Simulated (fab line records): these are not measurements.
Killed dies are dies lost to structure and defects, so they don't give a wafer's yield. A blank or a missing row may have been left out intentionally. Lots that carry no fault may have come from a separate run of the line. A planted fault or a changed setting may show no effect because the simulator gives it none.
Comparing a struck lot with a sound one / flow nand-harc / 14 out of 1302 route steps
Sound: the wafers L100.1, L100.2, L100.3. Struck: wafers L110.4, L110.5 (left out: L110.1, a lot-mate that was not struck); the cause follows at the end.
At each step with rows: each side's tool, then ch and its chambers, then its first start. Under that, the readings that differ: sound wafers / struck wafers / difference of the means / sigmas: that difference in standard deviations of wafers without a fault.
alike: same words and numbers on both sides, and readings whose means sit less than 2 such deviations apart. not compared: any withheld reading, any reading some wafer has no value for, any bound like >300 that may hide the same value, and any number with overlapping values for which the record gives no deviation.
The two part at a step that has a row with sigmas, a row that says differs or no value, or rows on one side only. Numbers that have no deviation but don't overlap get no sigmas and don't part them. Lack of a reading on every wafer of one side parts them only where that side has two or more wafers.

first, 7 steps without rows for these wafers: NHARC_A_SGD_CUT_COAT_57 (time 65 s); NHARC_A_SGD_CUT_COAT_03 (resist thk 90 nm); NHARC_A_SGD_CUT_SOFTBAKE_04 (time 55 s); NHARC_A_SGD_CUT_EBR_05; NHARC_A_SGD_CUT_EXPOSE_06 (exposes mask SGD); NHARC_A_SGD_CUT_PEB_07 (peb time 65 s); NHARC_A_SGD_CUT_DEVELOP_08 (develop time 35 s).
NHARC_A_SGD_CUT_CD_MEAS_09: target cd 100 nm.
  sound on cd-sem-03 ch 0, day 23 19:31; struck on cd-sem-02 ch 0, day 27 19:20
  alike: cd-nm
NHARC_A_SGD_CUT_OVL_MEAS_10:
  struck on overlay-02, day 27 19:25; sound on overlay-01, day 23 19:37
  alike: overlay-x-nm, overlay-y-nm
NHARC_A_SGD_CUT_INSPECT_11:
  struck on defect-inspect-01, day 27 19:28; sound on defect-inspect-02, day 23 19:40
  alike: raw-defect-count
NHARC_A_SGD_CUT_DESCUM_14: chemistry O2, time 3 s.
  sound on rie-diel-06 ch 0,1,2, day 23 19:43; struck on rie-diel-06 ch 1,2, day 27 19:32
  alike: drypump-motor-current-A, oes-product-au, rf-vpp-V, showerhead-plenum-p-Torr, throttle-valve-pct
  not compared: rf-hours-counter-h
NHARC_A_SGD_CUT_ETCH_58: etches the open film in CF4, target depth 39 nm, time 65 s.
  sound on rie-diel-06 ch 1,2,3, day 23 19:48; struck on rie-diel-06 ch 0,1, day 27 19:37
  alike: drypump-motor-current-A, oes-product-au, rf-vpp-V, run-length-s, showerhead-plenum-p-Torr, throttle-valve-pct
  not compared: rf-hours-counter-h
NHARC_A_SGD_CUT_ETCH_59: etches the open film in N2/H2, target depth 260 nm, time 406.25 s.
  sound on rie-diel-06 ch 0,2,3, day 23 19:53; struck on rie-diel-06 ch 1, day 27 19:42
reading=run-length-s (s); sound=427.7 426.6 427.0; struck=329.5 329.3; difference=-97.7; sigmas=-99 or more
  alike: drypump-motor-current-A, oes-product-au, rf-vpp-V, showerhead-plenum-p-Torr, throttle-valve-pct
  not compared: rf-hours-counter-h
NHARC_A_SGD_CUT_ETCH_15: etches the open film in CH3F/O2, target depth 75 nm, time 64.3 s.
  sound: rie-diel-06 ch 0,1,3; struck: rie-diel-06 ch 1,3
  alike: drypump-motor-current-A, oes-product-au, rf-vpp-V, run-length-s, showerhead-plenum-p-Torr, throttle-valve-pct
  not compared: rf-hours-counter-h

== WHERE THEY PART ==
Only at NHARC_A_SGD_CUT_ETCH_59, within this record. Later steps at which nothing parts them and some readings are alike: NHARC_A_SGD_CUT_ETCH_15.

WHY: whatever the simulator had introduced
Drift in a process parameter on rie-diel-06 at NHARC_A_SGD_CUT_ETCH_59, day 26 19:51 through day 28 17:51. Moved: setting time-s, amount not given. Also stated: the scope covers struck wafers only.
